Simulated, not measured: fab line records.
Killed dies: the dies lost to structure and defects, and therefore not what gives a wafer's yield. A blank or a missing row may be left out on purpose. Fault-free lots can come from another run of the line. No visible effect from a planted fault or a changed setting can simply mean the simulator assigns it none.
Lot-split experiment -- flow n5-finfet -- route with 1938 steps; 7 lots, 21 wafers read

## SPLIT DETAILS
At N5_ZERO_LAYER_PECVD_02 (deposits SiO2 from SiH4/N2O, target thk 10 nm, time 6 s), the setting time-s was moved away from the recipe's 6 s on 3 of the 21 wafers read, by -9.7% to +13.1%. The other wafers ran this setting at the recipe's value.

The reading comes from the split's own step.

## THE READING
SiO2_of_ZERO_LAYER_PECVD_02.thk-nm (the simulator's own value, which no gauge read), in nm, at N5_ZERO_LAYER_PECVD_02 (deposits SiO2 from SiH4/N2O, target thk 10 nm, time 6 s). The file gives no usual value for it. Across the 18 wafers here that went through the recipe, the average is 10.075 nm and the standard deviation 0.15 nm.

wafer,"tool, chamber at the split","time-s as run, s",against the recipe,"SiO2_of_ZERO_LAYER_PECVD_02.thk-nm, nm",against lot-mates on the recipe
L077.2,"pecvd-03, 1",6,recipe,9.785,-
L077.3,"pecvd-03, 0",6,recipe,10.23,-
L077.4,"pecvd-03, 1",6,recipe,10.04,-
L084.1,"pecvd-01, 0",6.784,+13.1%,11.44,+1.493
L084.2,"pecvd-01, 2",6,recipe,9.931,-
L084.4,"pecvd-01, 2",6,recipe,9.962,-
L086.2,"pecvd-04, 0",6,recipe,9.959,-
L086.4,"pecvd-04, 0",6,recipe,10.13,-
L086.6,"pecvd-04, 2",6,recipe,10.21,-
L087.1,"pecvd-01, 2",6,recipe,9.929,-
L087.2,"pecvd-01, 0",6,recipe,10.18,-
L087.6,"pecvd-01, 0",6,recipe,10.11,-
L093.4,"pecvd-03, 2",6,recipe,10.18,-
L093.5,"pecvd-03, 1",6,recipe,9.95,-
L093.6,"pecvd-03, 0",6,recipe,10.31,-
L096.2,"pecvd-01, 1",6,recipe,10.13,-
L096.4,"pecvd-01, 2",6,recipe,9.844,-
L096.6,"pecvd-01, 1",6,recipe,10.28,-
L097.1,"pecvd-01, 1",5.42,-9.7%,9.172,-1.018
L097.3,"pecvd-01, 0",5.42,-9.7%,9.153,-1.037
L097.4,"pecvd-01, 1",6,recipe,10.19,-

THE FIT
A straight line over all 21 wafers: SiO2_of_ZERO_LAYER_PECVD_02.thk-nm changes by +0.0993 nm for each +1% of time-s; r = +0.95; the points scatter about the line by 0.15 nm.
The same after taking each lot's own level away (the mean of its wafers on the recipe; 21 wafers): +0.11 nm for each +1%; r = +0.96; scatter 0.13 nm.
On that fit, the largest move of time-s shifts the reading by 1.4 nm.
Measured against the standard deviation above, the lots' own levels, which go from 9.9465 to 10.1900 nm, span 1.6 times it.
The two slopes agree, so the slope changes little with the lot-to-lot level.
Check: +1.39 nm against its lot-mates is what the line predicts for one of the wafers moved furthest among these (+13.1%) when that wafer is left out of the fit. Against them it came out at +1.49 nm.

## FILE'S OWN FIT
SiO2_of_ZERO_LAYER_PECVD_02.thk-nm changes by +0.111 nm for each +1% of time-s, r = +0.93.
